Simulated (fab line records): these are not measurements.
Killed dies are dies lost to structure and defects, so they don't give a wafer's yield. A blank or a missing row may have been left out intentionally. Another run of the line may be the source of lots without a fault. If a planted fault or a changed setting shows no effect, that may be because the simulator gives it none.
Which of the tools did it? + flow nandHarc + Sampling: 12 lots, 36 wafers, 3 of 1302 route steps

WHAT EACH GAUGE READ, for each wafer
NHARC_A_SGD_CUT_THK_MEAS_22: measures by ellipsometry.
| lot  | measured     | on           | thkNm (nm)        |
|------|--------------|--------------|-------------------|
| L075 | day 20 04:04 | filmMetro-01 | 148.8 148.9 150.0 |
| L077 | day 20 12:30 | filmMetro-02 | 147.7 148.1 150.2 |
| L080 | day 21 15:10 | filmMetro-02 | 146.6 149.6 149.9 |
| L081 | day 22 10:00 | filmMetro-01 | 148.7 148.5 149.2 |
| L085 | day 24 00:41 | filmMetro-01 | 147.2 149.5 148.1 |
| L086 | day 24 00:49 | filmMetro-01 | 148.5 149.3 146.2 |
| L087 | day 24 17:52 | filmMetro-01 | 150.4 149.1 146.9 |
| L091 | day 26 03:01 | filmMetro-01 | 148.3 148.8 148.0 |
| L089 | day 26 13:26 | filmMetro-01 | 148.4 148.7 148.4 |
| L093 | day 27 10:45 | filmMetro-02 | 148.2 146.5 148.3 |
| L096 | day 28 12:25 | filmMetro-01 | 147.4 150.1 148.3 |
| L097 | day 29 03:25 | filmMetro-02 | 146.7 146.9 147.9 |

TOOL THAT RAN EACH LOT (tool first, then ch and the chambers of the sampled wafers, then the start)
| lot  | NHARC_A_STAIRCASE_ETCH_444        | NHARC_A_SGD_CUT_ETCH_58           |
|------|-----------------------------------|-----------------------------------|
| L075 | rieDiel-03 ch 1,2,3, day 19 14:00 | rieDiel-05 ch 1,3, day 19 22:01   |
| L077 | rieDiel-10 ch 1,2,3, day 19 19:37 | rieDiel-13 ch 2,3, day 20 02:46   |
| L080 | rieDiel-03 ch 0,2,3, day 21 00:44 | rieDiel-13 ch 0,2, day 21 09:41   |
| L081 | rieDiel-08 ch 1,2,3, day 21 19:29 | rieDiel-13 ch 0,2, day 22 03:33   |
| L085 | rieDiel-10 ch 1,2,3, day 23 10:48 | rieDiel-13 ch 0,2, day 23 18:50   |
| L086 | rieDiel-08 ch 0,1, day 23 11:54   | rieDiel-09 ch 2,3, day 23 19:29   |
| L087 | rieDiel-10 ch 1,2,3, day 24 03:59 | rieDiel-13 ch 1,3, day 24 11:34   |
| L091 | rieDiel-10 ch 0,1,3, day 25 13:15 | rieDiel-13 ch 0,2,3, day 25 20:23 |
| L089 | rieDiel-03 ch 1,3, day 25 23:49   | rieDiel-05 ch 0,1,2, day 26 07:43 |
| L093 | rieDiel-03 ch 0,1,2, day 26 20:23 | rieDiel-13 ch 0,1,2, day 27 04:18 |
| L096 | rieDiel-08 ch 2,3, day 27 20:04   | rieDiel-13 ch 0,1,3, day 28 04:07 |
| L097 | rieDiel-08 ch 2,3, day 28 10:34   | rieDiel-05 ch 0,1,3, day 28 18:38 |
- NHARC_A_STAIRCASE_ETCH_444: etches the open film in C4F8/O2, target depth 20400 nm, time 6800 s.
- NHARC_A_SGD_CUT_ETCH_58: etches the open film in CF4, target depth 39 nm, time 65 s.

THE ANSWER, worked out from the rows above alone
Rule: the lots themselves supply what counts as usual. The widest of any qualifying gaps counts: lots, ordered by their means at a reading, are off when they make up no more than a third of the lots, leave a main group of 4 or more, and stand apart from it by 3 or more times the standard deviation of that group's means. A main group whose means are all the same, to the digits that the tables above print for the reading, isn't used. A lot without any number at a reading at which 4 lots or more have one is off too. Any other lot the step has rows for is counted as sound.
None of the lots is off at any reading shown; this tells nothing.

WHAT THE SIMULATOR HAD INSERTED
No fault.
